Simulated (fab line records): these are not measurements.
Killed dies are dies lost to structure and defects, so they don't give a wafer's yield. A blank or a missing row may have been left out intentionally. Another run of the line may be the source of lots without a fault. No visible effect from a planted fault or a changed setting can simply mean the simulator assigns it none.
8D (eight disciplines) problem report, filled in by code || flow n5-finfet || the parts of the form that need people (team, actions taken, sign-off) are left out
Where a reading is given only as a bound, like >300, the bound stands for it, and a mean or a difference that rests on one is marked > or <: the true number lies beyond.

1. THE PROBLEM
Mean of raw-defect-count at N5_SD_EPI_N_INSPECT_26: 808 across 6 wafers in 2 lots; on wafers with no fault it is 214 (standard deviation 39). That puts it +15 standard deviations away from the usual mean.
The step: inspects for defects (darkfield).
Earliest sighting: wafer L857.1 on defect-inspect-01 at day 8 05:56. The record has a number at this step for 12 wafers belonging to 4 lots. Rule for "out", or "out of limits": more than 4 standard deviations from the usual mean. Any other wafer with a number is counted as sound.

2. WHAT IT IS; WHAT IT IS NOT
{"question": "which readings at this step", "is": "raw-defect-count", "is not": "-"}
{"question": "which lots", "is": "L857, L858", "is not": "L840, L842"}
{"question": "which wafers of those lots", "is": "all that have a number", "is not": "-"}
{"question": "read on which gauges", "is": "defect-inspect-01, defect-inspect-02", "is not": "-"}
{"question": "when", "is": "from day 8 05:56", "is not": "up to then (6 sound wafers)"}

3. THE SUSPECTS, EACH WITH WHAT RULES IT OUT
Counting: any tool at a process step up to the reading is kept as a suspect provided that every lot that is out went through it and no sound lot did after the first of them.
- ruled out: the gauge at N5_SD_EPI_N_INSPECT_26. Those wafers that are out were read across 2 gauges (defect-inspect-01, defect-inspect-02).
- rie-diel-03 at N5_SD_EPI_N_ETCH_34 (etches SiARC in CF4, target depth 45.5 nm, time 75.8 s): kept. All lots that are out passed through it, beginning with L857 at day 8 01:14, and no sound lot followed; its final sound lot before that point was L842 at day 4 07:47.
Remaining after the count: rie-diel-03 at N5_SD_EPI_N_ETCH_34.

4. THE CAUSE (what the simulator had put in)
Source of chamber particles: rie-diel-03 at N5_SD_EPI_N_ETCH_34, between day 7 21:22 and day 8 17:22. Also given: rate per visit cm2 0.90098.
This tool alone remained once counting was done.

5. SEQUENCE OF EFFECTS, ordered by route
Each row: a reading whose mean over the struck wafers that have a number lies more than 3 standard deviations from the usual. Only readings for which the record gives a usual standard deviation are gone through. hours: the time from each lot's start at the first step in this table that gives one to its start at this step, as a median over the lots. sigmas: the change in usual standard deviations.
{"hours": 0, "step": "N5_SD_EPI_N_INSPECT_26", "reading": "raw-defect-count", "usual": 214, "on struck wafers": 808, "change": "+594", "sigmas": "+15"}
{"hours": 0, "step": "N5_SD_EPI_P_INSPECT_11", "reading": "raw-defect-count", "usual": 2.2, "on struck wafers": ">300", "change": ">+298", "sigmas": "+99 or more"}
{"hours": 5, "step": "N5_SD_EPI_P_INSPECT_26", "reading": "raw-defect-count", "usual": 184, "on struck wafers": 760, "change": "+576", "sigmas": "+16"}
{"hours": 6, "step": "N5_SD_ACTIVATION_INSPECT_02", "reading": "raw-defect-count", "usual": 182, "on struck wafers": 752, "change": "+570", "sigmas": "+15"}
{"hours": 212, "step": "N5_PASSIVATION_PROBE_49", "reading": "defect-limited-yield", "usual": "91.3 %", "on struck wafers": 83.9, "change": -7.4, "sigmas": -4.9}
{"hours": 212, "step": "N5_PASSIVATION_PROBE_49", "reading": "killed-at-front-end", "usual": 39, "on struck wafers": 136, "change": "+96", "sigmas": "+8.8"}
{"hours": 212, "step": "N5_PASSIVATION_PROBE_49", "reading": "killed-dies", "usual": 103, "on struck wafers": 190, "change": "+87", "sigmas": "+4.8"}
{"hours": 212, "step": "N5_PASSIVATION_PROBE_49", "reading": "sort_bin_5_function", "usual": "5.1 %", "on struck wafers": 10.1, "change": "+5.0", "sigmas": "+5.2"}
{"hours": 212, "step": "N5_PASSIVATION_PROBE_49", "reading": "sort-n-pass", "usual": 1077, "on struck wafers": 990, "change": -87, "sigmas": -4.8}
{"hours": 212, "step": "N5_PASSIVATION_PROBE_49", "reading": "sort-yield-pct", "usual": "91.3 %", "on struck wafers": 83.9, "change": -7.4, "sigmas": -4.9}
The process steps in it:
- N5_PASSIVATION_PROBE_49
Later steps that measure or inspect, where all struck wafers having a row at the step show a number for every such reading and not one has moved that far: N5_BEOL_M4_RC_MEAS_101.

6. WHAT WOULD HAVE CAUGHT IT SOONER
Counted from the fault's start at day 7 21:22, it took 9 hours until the first out-of-limits reading at a measuring or inspecting step in this record, taken at day 8 05:56.
An alarm limit of 4 standard deviations would not have fired on the tool readings at N5_SD_EPI_N_ETCH_34 for which the record gives a usual standard deviation, since none of them was out on any struck wafer.
Among the 2 lots that are out, L858 began N5_SD_EPI_N_ETCH_34 on rie-diel-03 after day 8 05:56. It would have been spared by a hold on the tool at that moment.
